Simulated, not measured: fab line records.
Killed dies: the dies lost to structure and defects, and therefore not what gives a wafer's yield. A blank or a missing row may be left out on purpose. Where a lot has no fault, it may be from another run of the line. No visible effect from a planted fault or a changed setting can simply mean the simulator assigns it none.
The same fault as seen by 2 desks :: flow n5-finfet :: every desk sees just its own numbers, and what lay behind them comes last

AT THE TOOL OWNER'S DESK: litho-track-02
The tool's own readings at N5_BEOL_M0_SAQP_COAT_105 (time 60 s, resist thk 100 nm): means of the sampled wafers that have a number, for each lot that ran on this tool. A lot is out of limits, marked OUT, if its mean lies more than 4 standard deviations from the usual mean; the brackets give that distance.
Columns: A = spin-speed-rpm at N5_BEOL_M0_SAQP_COAT_105, usual 1500.1 rpm
lot: L202
first seen here: day 5 14:05
A: 1500.0

lot: L214
first seen here: day 8 16:17
A: 1500.4

lot: L215
first seen here: day 8 18:54
A: 1395.0 (-96) OUT

lot: L216
first seen here: day 8 23:57
A: 1393.4 (-97) OUT

lot: L217
first seen here: day 9 09:50
A: 1393.0 (-97) OUT
Finding of this desk: L215, L216, L217 out of limits; the first was L215 at day 8 18:54, on spin-speed-rpm at N5_BEOL_M0_SAQP_COAT_105. In limits: L202, L214.

METROLOGY DESK
What the gauges read for every lot (on any tool): the sampled wafers with a number, averaged. A lot is out of limits, marked OUT, if its mean lies more than 4 standard deviations from the usual mean; the brackets give that distance. Shown here are 7 of its 11 readings, the ones lying furthest out on some lot.
Columns: A = cd-nm at N5_BEOL_M0_SAQP_CD_MEAS_25, usual 12.83 nm; B = DIBL_P at N5_BEOL_M4_RC_MEAS_101, usual 37.1 mV/V; C = IOFF_N at N5_BEOL_M4_RC_MEAS_101, usual 0.168 nA/um; D = ION_N at N5_BEOL_M4_RC_MEAS_101, usual 679 uA/um; E = SS_N at N5_BEOL_M4_RC_MEAS_101, usual 71.7 mV/dec; F = SS_P at N5_BEOL_M4_RC_MEAS_101, usual 73.5 mV/dec; G = VT_N at N5_BEOL_M4_RC_MEAS_101, usual 248.8 mV
lot: L202
first seen here: day 5 13:27
A: 12.91
B: 38.5
C: 0.183
D: 679
E: 71.9
F: 73.2
G: 247.3

lot: L204
first seen here: day 6 04:12
A: 12.80
B: 36.1
C: 0.141
D: 670
E: 71.2
F: 72.6
G: 248.5

lot: L214
first seen here: day 8 15:38
A: 12.76
B: 39.2
C: 0.183
D: 672
E: 72.2
F: 74.1
G: 248.8

lot: L215
first seen here: day 8 18:15
A: 12.81
B: 35.1
C: 0.160
D: 673
E: 71.8
F: 73.2
G: 249.1

lot: L216
first seen here: day 8 23:17
A: 12.91
B: 34.4
C: 0.140
D: 662
E: 71.8
F: 73.5
G: 252.1

lot: L217
first seen here: day 9 09:05
A: 12.63
B: 38.2
C: 0.187
D: 682
E: 72.6
F: 73.3
G: 247.1

lot: L224
first seen here: day 11 02:47
A: 13.12
B: 35.9
C: 0.176
D: 684
E: 71.7
F: 72.8
G: 247.4
Finding of this desk: none of the 7 lots has anything out of limits.

ALL TOGETHER
The tool owner's desk had the chance to raise an alarm at day 8 18:54 on L215, L216, L217.
At the metrology desk, nothing out of limits was observed.
The metrology desk holds a record of L215, L216, L217, inside its limits.
N5_BEOL_M0_SAQP_COAT_105 was run on litho-track-02 by each of the lots named.

WHAT THE SIMULATOR HAD PUT IN
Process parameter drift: litho-track-02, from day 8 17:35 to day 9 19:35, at N5_BEOL_M0_SAQP_COAT_105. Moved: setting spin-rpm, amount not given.
Struck lots among those shown: L215, L216, L217.
Hours from the fault's start to each desk's first reading out of limits: the tool owner's desk, 1.
